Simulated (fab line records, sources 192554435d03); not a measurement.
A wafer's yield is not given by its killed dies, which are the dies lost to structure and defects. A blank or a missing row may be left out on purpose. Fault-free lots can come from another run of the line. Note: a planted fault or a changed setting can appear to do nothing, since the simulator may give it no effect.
fab line records	flow n5_finfet
record lots=5	wafers=15	last_day=17
route steps=1938 shown DUMMY_GATE@236 BEOL_M4@1111 PASSIVATION@1936
lots that met no fault: taken from a fault-free run of the same line
start_h: start of the lot's first displayed wafer, in hours after the record's first day	wait_h: how many hours have passed since the lot's step before this one	" as in the row above	L1.1+2: a single row standing in for several wafers	- no value present, or no start provided	* or withheld: withheld	< > ~ a bound
route shown NAME@n: names a module that has steps shown in the file, with the first one's number in the route	usual: mean/standard deviation taken from wafers without a fault	same: alike in all rows	chamber/n: place in a boat	sites: per-site readings	_std_site: their standard deviation	_edge_site: inner sites' mean taken away from outer sites' mean	radius_mm: for every site, how far away it sits from the centre of the wafer	mask NAME#n: copy n	behind: tool/chamber where the wafer was last shaped	hold: the reason the lot was held/the length of the hold in hours/how it ended	device: which transistor (n, p or np) failed to switch	end of line: tests run on the same wafers once the route is complete	for a step that has no rows: nothing shown but its recipe	killed: dies lost to structure and defects at the first sort, not the wafer's yield	map: per-die view of a wafer (x killed, . not killed, _ where there is no die)
set.NAME: the setting the step ran with; set.NAME@STEP: the setting that earlier step ran with	model.NAME: the simulator's own value behind a step, which no gauge read
lots seen at some steps along the route; tables by step, rows by wafer
services: when a tool's chamber went out of use (start_h, in hours from the record's first day, below 0 if earlier), for how many hours, and the reason
## steps
# step N5_DUMMY_GATE_ETCH_36
# recipe chemistry=CF4	target=SiARC	target_depth_a=130	pressure_mtorr=40	source_w=545	bias_w=36	Ar_flow_sccm=100	cf4_flow_sccm=100	ion_energy_ev=80
# step N5_DUMMY_GATE_ETCH_37
# recipe chemistry=N2/H2	target=SOC	target_depth_a=600	overetch_a=300	temp_c=40	ion_energy_ev=200	pressure_mtorr=30	source_w=840	bias_w=150	n2_flow_sccm=200	h2_flow_sccm=200
# step N5_DUMMY_GATE_STRIP_38
# recipe chemistry=N2/H2	temp_c=40	n2_flow_sccm=200	h2_flow_sccm=200	rf_frequency_hz=6e+07
# step N5_DUMMY_GATE_STRIP_39
# recipe chemistry=N2/H2	temp_c=40	n2_flow_sccm=200	h2_flow_sccm=200	rf_frequency_hz=6e+07
# step N5_DUMMY_GATE_TRIM_49
# recipe chemistry=O2	resist=SOC	time_s=29	target_cd_nm=14	source_power_w=300	bias_power_w=0	O2_flow_sccm=100	temp_c=20
# step N5_DUMMY_GATE_STRIP_40
# recipe chemistry=CF4	resist=SiARC	power_w=300	bias_power_w=75	pressure_mtorr=50	cf4_flow_sccm=150	rf_frequency_hz=6e+07
# step N5_DUMMY_GATE_ETCH_31
# recipe chemistry=C4F6/O2	target=SiO2	mask_material=SOC	target_depth_a=825	time_s=27.5	ion_energy_ev=250	pressure_mtorr=30	source_w=345	bias_w=185	Ar_flow_sccm=300	C4F6_flow_sccm=10	O2_flow_sccm=10
# step N5_DUMMY_GATE_STRIP_41
# recipe chemistry=O2	power_w=400	temp_c=40	pressure_mtorr=30	rf_frequency_hz=6e+07	bias_power_w=0	overash_fraction=0.3	o2_flow_sccm=225
# step N5_DUMMY_GATE_HM_OPEN_21
# recipe chemistry=CH3F/O2	target=SiNx	target_depth_a=1200	Ar_flow_sccm=150	CH3F_flow_sccm=30	O2_flow_sccm=23	time_s=171.4	pressure_mtorr=30	source_w=395	bias_w=73	ion_energy_ev=120.7
# step N5_DUMMY_GATE_ETCH_32
# recipe chemistry=CF4	target=SiO2	target_depth_a=35	time_s=3.9	ion_energy_ev=350	pressure_mtorr=10	icp_w=800	bias_w=400	cf4_flow_sccm=80
# step N5_DUMMY_GATE_ETCH_23
# recipe chemistry=HBr/Cl2/O2	HBr_flow_sccm=150	Cl2_flow_sccm=80	O2_flow_sccm=12	bias_w=102	target_depth_a=410	time_s=22.3	target=poly-Si	mask_material=SiO2	pressure_mtorr=10	icp_w=800
# step N5_DUMMY_GATE_ETCH_44
# recipe chemistry=HBr/O2	over_etch_frac=0.7	target_depth_a=1275	stop_on=SiO2	ion_energy_ev=60	bias_w=20	target=poly-Si	mask_material=SiO2	pressure_mtorr=20	icp_w=400	HBr_flow_sccm=120	O2_flow_sccm=10
# usual HBr_flow_sccm=120.0/0.41	O2_flow_sccm=10.003/0.028	drypump_motor_current_A=5.7/0.48	oes_product_au=0.732/0.012	throttle_valve_pct=18.52/0.19
lot.wafer	tool	chamber	start_h	wait_h	HBr_flow_sccm	O2_flow_sccm	drypump_motor_current_A	oes_product_au	rf_hours_counter_h	throttle_valve_pct	model.DUMMY_GATE.cd_nm
L403.2	rie_si-04	0	84.17	0.0	119.1	9.974	6.0	0.731	66	18.53	14.8
L403.5	"	1	"	"	120.3	10.025	6.5	0.727	-	18.51	15
L403.6	"	2	"	"	119.3	9.997	5.2	0.725	-	18.55	15.2
L408.1	rie_si-01	3	116.16	0.0	-	-	-	-	-	-	13.6
L408.3	"	0	"	"	-	-	-	-	-	-	14.2
L408.6	"	2	"	"	-	-	-	-	-	-	14.4
L409.1	rie_si-04	1	121.40	0.0	-	-	-	-	-	-	14
L409.4	"	0	"	"	-	-	-	-	-	-	14.2
L409.5	"	1	"	"	-	-	-	-	-	-	13.6
L410.1	rie_si-04	1	126.70	0.0	-	-	-	-	-	-	13.8
L410.4	"	2	"	"	-	-	-	-	-	-	14
L410.6	"	3	"	"	-	-	-	-	-	-	13.6
L419.3	rie_si-04	3	182.10	0.0	120.9	10.020	5.9	0.712	87	18.44	15.4
L419.5	"	1	"	"	120.3	9.966	6.4	0.718	-	18.52	15.4
L419.6	"	2	"	"	120.1	9.945	5.2	0.722	-	18.56	15.6
# step N5_DUMMY_GATE_CD_MEAS_24
# recipe target_cd_nm=15
# usual cd_nm=15.1/0.34
lot.wafer	tool	chamber	start_h	wait_h	cd_nm
L403.2	cd_sem-01	-	84.28	0.1	14.9
L403.5	"	-	"	"	15.3
L403.6	"	-	"	"	15.4
L408.1	cd_sem-03	-	116.27	0.1	13.5
L408.3	"	-	"	"	14.3
L408.6	"	-	"	"	14.1
L409.1	cd_sem-01	-	121.51	0.1	14.0
L409.4	"	-	"	"	14.6
L409.5	"	-	"	"	13.7
L410.1	cd_sem-01	-	126.81	0.1	14.0
L410.4	"	-	"	"	14.2
L410.6	"	-	"	"	13.8
L419.3	cd_sem-03	-	182.21	0.1	15.8
L419.5	"	-	"	"	15.4
L419.6	"	-	"	"	15.7
# step N5_DUMMY_GATE_ETCH_42
# recipe chemistry=CHF3/O2	target=SiO2	target_depth_a=35	time_s=31	ion_energy_ev=30	bias_w=12	pressure_mtorr=30	source_w=600	Ar_flow_sccm=200	CHF3_flow_sccm=50	O2_flow_sccm=5
# usual CHF3_flow_sccm=49.99/0.16	O2_flow_sccm=5.001/0.014	drypump_motor_current_A=5.9/0.33	oes_ar_750_au=0.79/0.085	oes_product_au=0.79/0.089	rf_vpp_V=42.6/0.97	showerhead_plenum_p_Torr=2.44/0.04	throttle_valve_pct=18.78/0.22
lot.wafer	tool	chamber	start_h	wait_h	CHF3_flow_sccm	O2_flow_sccm	drypump_motor_current_A	oes_ar_750_au	oes_product_au	rf_hours_counter_h	rf_vpp_V	showerhead_plenum_p_Torr	throttle_valve_pct	model.DUMMY_GATE.cd_nm
L403.2	rie_diel-02	3	84.33	0.0	49.91	4.988	5.7	0.78	0.77	116	42.8	2.43	18.52	14.8
L403.5	"	0	"	"	49.91	5.000	5.4	0.84	0.85	-	42.5	2.45	18.71	15
L403.6	"	3	"	"	50.27	5.008	5.7	0.77	0.77	-	44.2	2.43	18.52	15.2
L408.1	rie_diel-05	0	116.32	0.0	49.98	5.004	6.0	0.91	0.91	25	43.3	2.46	18.85	13.6
L408.3	"	3	"	"	49.80	4.994	6.0	0.72	0.71	204	42.3	2.49	18.79	14.4
L408.6	"	0	"	"	50.02	4.983	6.1	0.91	0.93	-	41.9	2.46	18.86	14.4
L409.1	rie_diel-05	0	121.56	0.0	49.94	5.016	6.1	0.91	0.92	26	43.5	2.46	18.84	14
L409.4	"	1	"	"	49.97	4.981	5.9	0.92	0.90	23	43.0	2.46	18.39	14.4
L409.5	"	2	"	"	49.95	5.005	5.5	0.83	0.85	-	43.1	2.44	18.61	13.6
L410.1	rie_diel-02	2	126.86	0.0	50.07	5.022	6.3	0.70	0.69	246	43.1	2.47	19.20	13.8
L410.4	"	0	"	"	49.88	5.012	5.4	0.83	0.83	61	42.0	2.45	18.72	14
L410.6	"	3	"	"	50.02	5.014	5.7	0.75	0.75	-	42.3	2.42	18.54	13.6
L419.3	rie_diel-01	1	182.25	0.0	49.96	5.014	5.9	0.69	0.68	230	41.2	2.38	18.83	15.4
L419.5	"	2	"	"	50.01	4.999	5.5	0.69	0.68	-	43.3	2.47	19.04	15.4
L419.6	"	3	"	"	50.06	4.992	5.8	0.79	0.79	-	42.0	2.33	19.01	15.8
# step N5_DUMMY_GATE_STRIP_48
# recipe chemistry=N2/H2	time_s=20	power_w=100	temp_c=40	pressure_mtorr=100	rf_frequency_hz=6e+07	bias_power_w=3	n2_flow_sccm=300	h2_flow_sccm=300
# step N5_BEOL_M4_RC_MEAS_101
# usual DIBL_N=36.4/1.4	DIBL_P=36.3/1.8	IOFF_N=0.163/0.024	IOFF_P=0.21/0.034	ION_N=673/11	ION_P=461/7.4	SS_N=71.6/0.52	SS_P=73.3/0.58	VT_N=249.4/2.5	VT_P=-250/3.5
lot.wafer	tool	chamber	start_h	wait_h	DIBL_N[mV/V]	DIBL_P[mV/V]	IOFF_N[nA/um]	IOFF_P[nA/um]	ION_N[uA/um]	ION_P[uA/um]	SS_N[mV/dec]	SS_P[mV/dec]	VT_N[mV]	VT_P[mV]
L403.2	prober-01	0	199.24	0.2	37.7	37.1	0.166	0.25	669	464	71.9	73.7	249.5	-245
L403.5	"	0	"	"	38.9	37.6	0.185	0.28	674	470	72.0	73.3	250.3	-243
L403.6	"	0	"	"	35.7	33.9	0.130	0.19	660	456	71.1	72.2	253.4	-252
L419.3	prober-02	0	300.44	0.3	36.6	32.3	0.148	0.16	665	447	71.3	72.9	253.0	-256
L419.5	"	0	"	"	36.6	33.5	0.160	0.18	679	456	71.4	73.5	248.1	-256
L419.6	"	0	"	"	35.2	31.7	0.131	0.16	664	454	71.5	73.3	250.8	-254
# step N5_PASSIVATION_PROBE_49
# usual defect_limited_yield=91.4/1.6	killed_at_M0_to_M3=34/12	killed_at_M4_up=13/5.2	killed_at_contacts=11/5.5	killed_at_front_end=40/13	killed_at_other=3.4/2.7	killed_dies=102/19	killed_on_rim=13/4.3	killed_open=66/15	killed_short=33/7.9	sort_bin_5_function=5.1/1.1	sort_bin_6_memory=3.2/0.7	sort_n_pass=1078/19	sort_yield_pct=91.4/1.6
# same gross_dies=1180	killed_at_back_side=0	sort_bin_4_leakage[%]=0	sort_bin_8_speed[%]=0
lot.wafer	tool	chamber	start_h	wait_h	defect_limited_yield[%]	killed_at_M0_to_M3	killed_at_M4_up	killed_at_contacts	killed_at_front_end	killed_at_other	killed_dies	killed_on_rim	killed_open	killed_short	sort_bin_5_function[%]	sort_bin_6_memory[%]	sort_n_pass	sort_yield_pct[%]
L403.2	prober-01	-	310.83	0.1	87.8	57	16	5	62	4	144	20	103	41	7.9	4.2	1036	87.8
L408.1	prober-02	-	341.60	0.0	0	54	16	13	1093	4	1180	152	77	41	95.9	3.6	0	0
L408.3	prober-02	-	341.70	0.1	0	66	13	15	1085	1	1180	152	84	44	95.8	3.6	0	0
L408.6	prober-02	-	341.85	0.3	0	34	17	22	1103	4	1180	152	78	35	95.8	3.9	0	0
L409.1	prober-01	-	357.07	0.0	0	18	10	5	1147	0	1180	152	71	27	96.9	2.9	0	0
L409.4	prober-01	-	357.22	0.2	0	35	16	4	1123	2	1180	152	66	24	96.9	3.1	0	0
L409.5	prober-01	-	357.27	0.2	0	35	8	10	1119	8	1180	152	78	36	95.4	4.3	0	0
L410.1	prober-01	-	369.95	0.2	0	26	21	15	1114	4	1180	152	64	34	95.7	4.2	0	0
L410.4	prober-01	-	370.10	0.3	0	21	9	6	1136	8	1180	152	47	26	97.1	2.7	0	0
L410.6	prober-01	-	370.20	0.4	0	28	10	10	1129	3	1180	152	70	23	97.3	2.2	0	0
# killed by level:class
L403.2 BEOL_M0_SAQP:geometric_particle:open=23 FIN_SAQP:geometric_particle:open=16 FIN_SAQP:geometric_particle:short=14 BEOL_M4:geometric_particle:open=12 BEOL_M0_SAQP:geometric_particle:short=10 DUMMY_GATE:geometric_particle:open=7 BEOL_M1:geometric_particle:open=7 STI_FIN_REVEAL:geometric_particle:open=6
L408.1 DUMMY_GATE:area_etch=1059 BEOL_M2:geometric_particle:open=19 BEOL_M0_SAQP:geometric_particle:short=13 MOL_CONTACT_COAG:geometric_particle:open=11 BEOL_M0_SAQP:geometric_particle:open=10 FIN_SAQP:geometric_particle:short=9 BEOL_M4:geometric_particle:open=9 FIN_SAQP:geometric_particle:open=5
L408.3 DUMMY_GATE:area_etch=1052 BEOL_M0_SAQP:geometric_particle:short=20 BEOL_M2:geometric_particle:open=20 BEOL_M0_SAQP:geometric_particle:open=16 MOL_CONTACT_COAG:geometric_particle:open=15 FIN_SAQP:geometric_particle:short=10 BEOL_M4:geometric_particle:open=8 STI_FIN_REVEAL:geometric_particle:open=6
L408.6 DUMMY_GATE:area_etch=1066 MOL_CONTACT_COAG:geometric_particle:open=18 BEOL_M0_SAQP:geometric_particle:open=12 FIN_SAQP:geometric_particle:open=10 BEOL_M4:geometric_particle:open=10 BEOL_M3:geometric_particle:open=9 BEOL_M0_SAQP:geometric_particle:short=7 FIN_SAQP:geometric_particle:short=5
L409.1 DUMMY_GATE:area_etch=1080 FIN_SAQP:geometric_particle:open=17 STI_FIN_REVEAL:geometric_particle:open=13 DUMMY_GATE:geometric_particle:open=10 BEOL_M3:geometric_particle:open=7 BEOL_M2:geometric_particle:open=6 FIN_SAQP:geometric_particle:short=5 BEOL_M4:geometric_particle:open=5
L409.4 DUMMY_GATE:area_etch=1090 BEOL_M2:geometric_particle:open=10 BEOL_M1:geometric_particle:open=9 STI_FIN_REVEAL:geometric_particle:open=8 BEOL_M0_SAQP:geometric_particle:open=8 BEOL_M4:geometric_particle:open=7 FIN_SAQP:geometric_particle:open=6 FIN_SAQP:geometric_particle:short=4
L409.5 DUMMY_GATE:area_etch=1064 STI_FIN_REVEAL:geometric_particle:open=22 BEOL_M2:geometric_particle:open=11 DUMMY_GATE:geometric_particle:open=10 MOL_CONTACT_COAG:geometric_particle:open=7 BEOL_M3:geometric_particle:open=7 FIN_SAQP:geometric_particle:open=5 FIN_SAQP:geometric_particle:short=4
L410.1 DUMMY_GATE:area_etch=1081 BEOL_M4:geometric_particle:open=13 MOL_CONTACT_COAG:geometric_particle:open=12 FIN_SAQP:geometric_particle:open=11 BEOL_M0_SAQP:geometric_particle:short=7 FIN_SAQP:geometric_particle:short=6 BEOL_M2:geometric_particle:open=4 BEOL_M3:geometric_particle:open=4
L410.4 DUMMY_GATE:area_etch=1104 FIN_SAQP:geometric_particle:short=8 FIN_SAQP:geometric_particle:open=7 BEOL_M4:geometric_particle:open=7 BEOL_M3:geometric_particle:open=6 GATE_CUT:geometric_particle:open=5 MOL_CONTACT_COAG:geometric_particle:open=5 GATE_CUT:geometric_particle:short=4
L410.6 DUMMY_GATE:area_etch=1085 FIN_SAQP:geometric_particle:open=18 BEOL_M0_SAQP:geometric_particle:open=9 BEOL_M4:geometric_particle:open=8 MOL_CONTACT_COAG:geometric_particle:open=7 DUMMY_GATE:geometric_particle:open=5 STI_FIN_REVEAL:geometric_particle:open=4 BEOL_M0:geometric_particle:open=4
# map L408.1 (x killed, . not)
_________________xxxxxxxxxxxx________________
______________xxxxxxxxxxxxxxxxxx_____________
___________xxxxxxxxxxxxxxxxxxxxxxxx__________
__________xxxxxxxxxxxxxxxxxxxxxxxxxx_________
________xxxxxxxxxxxxxxxxxxxxxxxxxxxxxx_______
_______xxxxxxxxxxxxxxxxxxxxxxxxxxxxxxxx______
______xxxxxxxxxxxxxxxxxxxxxxxxxxxxxxxxxx_____
_____xxxxxxxxxxxxxxxxxxxxxxxxxxxxxxxxxxxx____
____xxxxxxxxxxxxxxxxxxxxxxxxxxxxxxxxxxxxxx___
___xxxxxxxxxxxxxxxxxxxxxxxxxxxxxxxxxxxxxxxx__
___xxxxxxxxxxxxxxxxxxxxxxxxxxxxxxxxxxxxxxxx__
__xxxxxxxxxxxxxxxxxxxxxxxxxxxxxxxxxxxxxxxxxx_
__xxxxxxxxxxxxxxxxxxxxxxxxxxxxxxxxxxxxxxxxxx_
_xxxxxxxxxxxxxxxxxxxxxxxxxxxxxxxxxxxxxxxxxxxx
_xxxxxxxxxxxxxxxxxxxxxxxxxxxxxxxxxxxxxxxxxxxx
_xxxxxxxxxxxxxxxxxxxxxxxxxxxxxxxxxxxxxxxxxxxx
_xxxxxxxxxxxxxxxxxxxxxxxxxxxxxxxxxxxxxxxxxxxx
_xxxxxxxxxxxxxxxxxxxxxxxxxxxxxxxxxxxxxxxxxxxx
_xxxxxxxxxxxxxxxxxxxxxxxxxxxxxxxxxxxxxxxxxxxx
_xxxxxxxxxxxxxxxxxxxxxxxxxxxxxxxxxxxxxxxxxxxx
_xxxxxxxxxxxxxxxxxxxxxxxxxxxxxxxxxxxxxxxxxxxx
__xxxxxxxxxxxxxxxxxxxxxxxxxxxxxxxxxxxxxxxxxx_
__xxxxxxxxxxxxxxxxxxxxxxxxxxxxxxxxxxxxxxxxxx_
___xxxxxxxxxxxxxxxxxxxxxxxxxxxxxxxxxxxxxxxx__
___xxxxxxxxxxxxxxxxxxxxxxxxxxxxxxxxxxxxxxxx__
____xxxxxxxxxxxxxxxxxxxxxxxxxxxxxxxxxxxxxx___
_____xxxxxxxxxxxxxxxxxxxxxxxxxxxxxxxxxxxx____
______xxxxxxxxxxxxxxxxxxxxxxxxxxxxxxxxxx_____
_______xxxxxxxxxxxxxxxxxxxxxxxxxxxxxxxx______
________xxxxxxxxxxxxxxxxxxxxxxxxxxxxxx_______
__________xxxxxxxxxxxxxxxxxxxxxxxxxx_________
___________xxxxxxxxxxxxxxxxxxxxxxxx__________
______________xxxxxxxxxxxxxxxxxx_____________
_________________xxxxxxxxxxxx________________
# map L409.1 (x killed, . not)
_________________xxxxxxxxxxxx________________
______________xxxxxxxxxxxxxxxxxx_____________
___________xxxxxxxxxxxxxxxxxxxxxxxx__________
__________xxxxxxxxxxxxxxxxxxxxxxxxxx_________
________xxxxxxxxxxxxxxxxxxxxxxxxxxxxxx_______
_______xxxxxxxxxxxxxxxxxxxxxxxxxxxxxxxx______
______xxxxxxxxxxxxxxxxxxxxxxxxxxxxxxxxxx_____
_____xxxxxxxxxxxxxxxxxxxxxxxxxxxxxxxxxxxx____
____xxxxxxxxxxxxxxxxxxxxxxxxxxxxxxxxxxxxxx___
___xxxxxxxxxxxxxxxxxxxxxxxxxxxxxxxxxxxxxxxx__
___xxxxxxxxxxxxxxxxxxxxxxxxxxxxxxxxxxxxxxxx__
__xxxxxxxxxxxxxxxxxxxxxxxxxxxxxxxxxxxxxxxxxx_
__xxxxxxxxxxxxxxxxxxxxxxxxxxxxxxxxxxxxxxxxxx_
_xxxxxxxxxxxxxxxxxxxxxxxxxxxxxxxxxxxxxxxxxxxx
_xxxxxxxxxxxxxxxxxxxxxxxxxxxxxxxxxxxxxxxxxxxx
_xxxxxxxxxxxxxxxxxxxxxxxxxxxxxxxxxxxxxxxxxxxx
_xxxxxxxxxxxxxxxxxxxxxxxxxxxxxxxxxxxxxxxxxxxx
_xxxxxxxxxxxxxxxxxxxxxxxxxxxxxxxxxxxxxxxxxxxx
_xxxxxxxxxxxxxxxxxxxxxxxxxxxxxxxxxxxxxxxxxxxx
_xxxxxxxxxxxxxxxxxxxxxxxxxxxxxxxxxxxxxxxxxxxx
_xxxxxxxxxxxxxxxxxxxxxxxxxxxxxxxxxxxxxxxxxxxx
__xxxxxxxxxxxxxxxxxxxxxxxxxxxxxxxxxxxxxxxxxx_
__xxxxxxxxxxxxxxxxxxxxxxxxxxxxxxxxxxxxxxxxxx_
___xxxxxxxxxxxxxxxxxxxxxxxxxxxxxxxxxxxxxxxx__
___xxxxxxxxxxxxxxxxxxxxxxxxxxxxxxxxxxxxxxxx__
____xxxxxxxxxxxxxxxxxxxxxxxxxxxxxxxxxxxxxx___
_____xxxxxxxxxxxxxxxxxxxxxxxxxxxxxxxxxxxx____
______xxxxxxxxxxxxxxxxxxxxxxxxxxxxxxxxxx_____
_______xxxxxxxxxxxxxxxxxxxxxxxxxxxxxxxx______
________xxxxxxxxxxxxxxxxxxxxxxxxxxxxxx_______
__________xxxxxxxxxxxxxxxxxxxxxxxxxx_________
___________xxxxxxxxxxxxxxxxxxxxxxxx__________
______________xxxxxxxxxxxxxxxxxx_____________
_________________xxxxxxxxxxxx________________
## services
tool	chamber	start_h	hours	kind
rie_diel-05	0	72.95	3.1	repair
rie_diel-01	-	73.88	0.1	repair
rie_si-01	-	76.92	4.3	pm
rie_diel-05	3	94.96	1.2	repair
rie_diel-02	2	138.40	-	clean
rie_diel-02	2	138.40	-	consumable_replace:focus_ring
rie_diel-02	2	138.40	25.0	scheduled_down
rie_diel-02	2	138.40	25.0	vent_cycle
rie_diel-01	3	147.65	1.5	repair
rie_si-04	-	167.44	0.4	repair
## key
first_sign step=N5_DUMMY_GATE_ETCH_44	reading=tool_record	direction=missing
effect step=N5_DUMMY_GATE_CD_MEAS_24	reading=cd_nm	direction=down	sigmas=3.1	usual=15.1	struck=14.0
effect step=N5_PASSIVATION_PROBE_49	reading=killed_at_front_end	direction=up	sigmas=86	usual=40	struck=1117
model_effect step=N5_DUMMY_GATE_ETCH_44	value=DUMMY_GATE.cd_nm	without=14.98	struck=13.93
model_effect step=N5_DUMMY_GATE_ETCH_42	value=DUMMY_GATE.cd_nm	without=14.93	struck=13.98
more_kills_born_at N5_DUMMY_GATE_ETCH_44@rie_si-04=6503	N5_DUMMY_GATE_ETCH_44@rie_si-01=3177
met_at N5_DUMMY_GATE_ETCH_44
struck_wafers L408.1,L408.3,L408.6,L409.1,L409.4,L409.5,L410.1,L410.4,L410.6
later_rows_left_out L408.1,L408.3,L408.6,L409.1,L409.4,L409.5,L410.1,L410.4,L410.6
onset_between 84.17 116.16
fault kind=skipped_step_whole	tool=rie_si-01,rie_si-04	chamber=-	onset_h=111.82	steps=N5_DUMMY_GATE_ETCH_44	scope=struck_lots_only
# later_rows_left_out: the simulator's readings of these wafers behind a module that went badly wrong aren't trusted and aren't shown, but for the sort
